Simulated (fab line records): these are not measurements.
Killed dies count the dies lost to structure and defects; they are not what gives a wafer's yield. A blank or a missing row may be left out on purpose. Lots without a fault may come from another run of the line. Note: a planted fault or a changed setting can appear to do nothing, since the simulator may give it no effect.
Split-lot trial | flow n5 finfet | on a route of 1938 steps: 7 lots, 39 wafers read

== THE SPLIT ITSELF ==
At N5_BEOL_M3_ETCH_41 (etches SiCN in CH3F/O2, target depth 29.9 nm, time 52.5 s), the setting target depth a was moved away from the recipe's 299 angstrom on 12 of the 39 wafers read, by -48.0% to +56.9%. For the rest of the wafers, this setting stayed at what the recipe calls for.

The reading is taken at the split's own step.

== THE READING ==
etch.depth nm (the simulator's own value, which no gauge read), in nm, at N5_BEOL_M3_ETCH_41 (etches SiCN in CH3F/O2, target depth 29.9 nm, time 52.5 s). The file does not state a usual value for it. The 27 wafers here that ran the recipe average 19.76 nm, standard deviation 0.37 nm.

wafer  | tool, chamber at the split | target depth a as run, angstrom | against the recipe | etch.depth nm, nm | against lot-mates on the recipe
L077.1 | rie diel-06, 3             | 451.5                           | +51.0%             | 31.28             | +11.26
L077.2 | rie diel-06, 2             | 451.5                           | +51.0%             | 29.9              | +9.88
L077.3 | rie diel-06, 0             | 299                             | recipe             | 19.63             | -
L077.4 | rie diel-06, 1             | 451.5                           | +51.0%             | 29.82             | +9.80
L077.5 | rie diel-06, 0             | 299                             | recipe             | 19.83             | -
L077.6 | rie diel-06, 3             | 299                             | recipe             | 20.61             | -
L082.1 | rie diel-06, 2             | 299                             | recipe             | 19.59             | -
L082.2 | rie diel-06, 1             | 410.3                           | +37.2%             | 26.7              | +7.14
L082.3 | rie diel-06, 0             | 410.3                           | +37.2%             | 26.85             | +7.29
L082.4 | rie diel-06, 3             | 410.3                           | +37.2%             | 28.08             | +8.52
L082.5 | rie diel-06, 0             | 299                             | recipe             | 19.55             | -
L082.6 | rie diel-06, 1             | 299                             | recipe             | 19.53             | -
L084.1 | rie diel-01, 1             | 299                             | recipe             | 19.38             | -
L084.2 | rie diel-01, 3             | 299                             | recipe             | 19.37             | -
L084.3 | rie diel-01, 0             | 299                             | recipe             | 19.94             | -
L084.4 | rie diel-01, 0             | 299                             | recipe             | 20                | -
L084.5 | rie diel-01, 1             | 299                             | recipe             | 19.25             | -
L084.6 | rie diel-01, 3             | 299                             | recipe             | 19.53             | -
L085.1 | rie diel-01, 2             | 299                             | recipe             | 20.2              | -
L085.2 | rie diel-01, 3,1           | 155.5                           | -48.0%             | 10.11             | -9.91
L085.5 | rie diel-01, 3,1           | 155.5                           | -48.0%             | 10.11             | -9.91
L085.3 | rie diel-01, 0             | 155.5                           | -48.0%             | 10.44             | -9.58
L085.4 | rie diel-01, 1             | 299                             | recipe             | 19.46             | -
L085.6 | rie diel-01, 2             | 299                             | recipe             | 20.39             | -
L086.1 | rie diel-01, 3             | 299                             | recipe             | 19.37             | -
L086.2 | rie diel-01, 2             | 299                             | recipe             | 20.15             | -
L086.3 | rie diel-01, 1             | 299                             | recipe             | 19.38             | -
L086.4 | rie diel-01, 0             | 299                             | recipe             | 19.92             | -
L086.5 | rie diel-01, 0             | 299                             | recipe             | 19.88             | -
L086.6 | rie diel-01, 1             | 299                             | recipe             | 19.36             | -
L092.1 | rie diel-01, 1             | 469                             | +56.9%             | 30.48             | +10.54
L092.2 | rie diel-01, 3             | 469                             | +56.9%             | 30.68             | +10.74
L092.3 | rie diel-01, 0             | 469                             | +56.9%             | 31.1              | +11.16
L092.4 | rie diel-01, 2             | 299                             | recipe             | 20.12             | -
L092.5 | rie diel-01, 2             | 299                             | recipe             | 20.19             | -
L092.6 | rie diel-01, 3             | 299                             | recipe             | 19.52             | -
L096.1 | rie diel-02, 2             | 299                             | recipe             | 19.77             | -
L096.2 | rie diel-02, 0             | 299                             | recipe             | 19.34             | -
L096.4 | rie diel-02, 1             | 299                             | recipe             | 20.21             | -
Rows listing several chambers each stand for several wafers; the file does not say which wafer went through which chamber.

FIT RESULTS
A straight line over all 39 wafers: etch.depth nm changes by +0.199 nm for each +1% of target depth a; r = +1.00; the points scatter about the line by 0.44 nm.
The same after taking each lot's own level away (the mean of its wafers on the recipe; 39 wafers): +0.199 nm for each +1%; r = +1.00; scatter 0.43 nm.
That fit puts the effect of the largest move of target depth a on the reading at 11 nm.
Measured against the standard deviation above, the lots' own levels, which go from 19.557 to 20.023 nm, span 1.3 times it.
The two slopes agree, so the slope changes little with the lot-to-lot level.
Check: with one of the wafers moved furthest among these (+56.9%) left out of the fit, the line predicts +11.4 nm for it against its lot-mates. It came out at +10.5 nm against them.

== OTHER SPLITS APPLIED TO THESE WAFERS ==
Note: prior to the reading, these wafers also went through further splits. Each is held against what the fit with the lots' levels taken away leaves over:
other split on the same wafers     | wafers away from the commonest value | r with etch.depth nm (lot level and that fit taken away)
N5_FIN_SAQP_PECVD_06 time s        | 15                                   | +0.16
N5_SDB_ALD_29 ald cycles           | 15                                   | +0.13
N5_HKMG_FIN_PWFM_ALD_03 ald cycles | 12                                   | +0.17
N5_BEOL_M0_SAQP_PECVD_96 time s    | 15                                   | +0.00

== FILE'S OWN FIT ==
etch.depth nm changes by +0.199 nm for each +1% of target depth a, r = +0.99.
